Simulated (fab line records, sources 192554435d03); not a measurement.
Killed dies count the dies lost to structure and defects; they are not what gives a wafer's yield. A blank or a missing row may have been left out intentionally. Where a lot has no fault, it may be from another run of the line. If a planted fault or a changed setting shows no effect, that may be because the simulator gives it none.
Which of the tools did it? + flow n5_finfet + 11 lots with 33 wafers sampled at 2 steps, on a route of 1938 steps

WHAT THE GAUGES READ, wafer by wafer
N5_BEOL_M1_INSPECT_13: inspects for defects (brightfield).
| lot  | measured     | on                | raw_defect_count |
|------|--------------|-------------------|------------------|
| L075 | day 6 15:49  | defect_inspect-01 | 454 551 490      |
| L076 | day 6 22:37  | defect_inspect-01 | 565 236 402      |
| L079 | day 7 06:13  | defect_inspect-01 | 309 436 465      |
| L081 | day 8 09:01  | defect_inspect-01 | 551 379 325      |
| L083 | day 8 23:27  | defect_inspect-02 | 422 397 517      |
| L085 | day 9 05:23  | defect_inspect-01 | 525 375 333      |
| L087 | day 9 17:01  | defect_inspect-02 | 327 370 309      |
| L089 | day 10 02:51 | defect_inspect-01 | 446 365 409      |
| L092 | day 10 22:11 | defect_inspect-02 | 340 393 406      |
| L094 | day 11 10:26 | defect_inspect-01 | 335 297 372      |
| L096 | day 11 19:30 | defect_inspect-01 | 406 315 381      |

WHAT TOOL EACH LOT RAN ON (gives the tool, then ch and the chambers of the sampled wafers, and finally the start)
| lot  | N5_BEOL_M0_ETCH_128                |
|------|------------------------------------|
| L075 | rie_diel-03 ch 1,2,3, day 6 07:47  |
| L076 | rie_diel-01 ch 0,2, day 6 15:13    |
| L079 | rie_diel-01 ch 1,2,3, day 6 23:44  |
| L081 | rie_diel-04 ch 0,1,2, day 8 03:31  |
| L083 | rie_diel-01 ch 0,3, day 8 19:59    |
| L085 | rie_diel-03 ch 0,2,3, day 9 02:05  |
| L087 | rie_diel-04 ch 1,3, day 9 12:46    |
| L089 | rie_diel-04 ch 0,1,3, day 9 22:01  |
| L092 | rie_diel-04 ch 0,1,3, day 10 16:46 |
| L094 | rie_diel-01 ch 0,2,3, day 11 02:11 |
| L096 | rie_diel-03 ch 1,2,3, day 11 14:49 |
- N5_BEOL_M0_ETCH_128: etches SiCN in CF4/N2, target depth 12 nm, overetch 5.1 nm, time 21.4 s.

THE ANSWER, worked out from the rows above alone
Rule: the lots themselves supply what counts as usual. The widest of any qualifying gaps counts: lots, ordered by their means at a reading, are off when they make up no more than a third of the lots, leave a main group of 4 or more, and stand apart from it by 3 or more times the standard deviation of that group's means. A main group is skipped when, at the precision printed for the reading in the tables above, its means are all equal. A lot without any number at a reading at which 4 lots or more have one is off too. Where the step has rows for the other lots, those lots are counted as sound.
Nothing can be told from this: no lot is off at any reading shown.

WHAT THE SIMULATOR PUT IN
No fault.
